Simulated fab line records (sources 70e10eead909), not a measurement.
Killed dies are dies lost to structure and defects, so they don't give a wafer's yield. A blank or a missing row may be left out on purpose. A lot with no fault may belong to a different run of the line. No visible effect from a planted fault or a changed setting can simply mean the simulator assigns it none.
Chamber matching ; flow nand-harc ; NHARC_A_CHANNEL_FILL_D1_ALD_14 on ald-hk-01 has 4 sister chambers
The step deposits SiO2, target thk 2.5 nm, pulse time 10 s, ald cycles 25. 14 wafers are shown with their chamber, then 7 later ones without.

## WAFERS, EACH WITH ITS CHAMBER
wafer;chamber;heater-power-w (W);precursor-pulse-height-rel;susceptor-temp-C (C)
L077.1;0;427;1.009;300.12
L077.5;3;486;1.000;299.87
L077.6;0;419;0.950;299.77
L081.1;1;489;1.006;299.98
L081.3;3;489;1.021;300.09
L081.4;0;422;1.028;300.07
L085.3;1;498;1.022;299.87
L085.4;2;479;0.991;299.72
L085.5;3;504;0.988;299.77
L088.1;1;496;0.984;300.19
L088.3;3;516;1.020;300.30
L088.5;2;493;1.010;300.17
L089.1;2;477;1.009;300.27
L089.2;1;495;0.999;300.38

SIGNATURES, as means of the wafers listed above
reading;chamber 0;chamber 1;chamber 2;chamber 3;scatter within a chamber
heater-power-w;422.67;494.50;483.00;498.75;9.01
precursor-pulse-height-rel;0.99567;1.00275;1.00333;1.00725;0.0225
susceptor-temp-C;299.9867;300.1050;300.0533;300.0075;0.238
Rule: a wafer lies at a distance from a chamber equal to the root of the sum of squares, over the readings, of (its reading less the chamber's mean, divided by the reading's scatter). If the next closest chamber is less than 2 further off than the closest, the wafer can't be placed; otherwise it belongs to the closest. The scatter: take each reading less its chamber's mean, square it, sum over the shown wafers, divide by the number of wafers less the number of chambers, and take the root.

## WAFERS WITH NO CHAMBER GIVEN
wafer;heater-power-w (W);precursor-pulse-height-rel;susceptor-temp-C (C)
L089.5;483;1.010;300.05
L090.1;496;0.997;299.70
L090.2;397;0.978;300.30
L090.4;489;0.995;300.06
L091.1;488;0.996;299.86
L091.3;402;1.002;299.87
L091.4;519;0.986;300.15

## WHICH CHAMBER EACH WENT THROUGH
wafer;from the rows above;in truth
L089.5;can't be placed: 2 or 1 or 3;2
L090.1;can't be placed: 3 or 1 or 2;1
L090.2;0;0
L090.4;can't be placed: 1 or 2 or 3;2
L091.1;can't be placed: 2 or 1 or 3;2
L091.3;0;0
L091.4;can't be placed: 3 or 1 or 2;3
Correct placement for 2 of the 7. Not placeable from these rows: 5 (in 5, the candidates include the true chamber). Placed wrongly: 0.
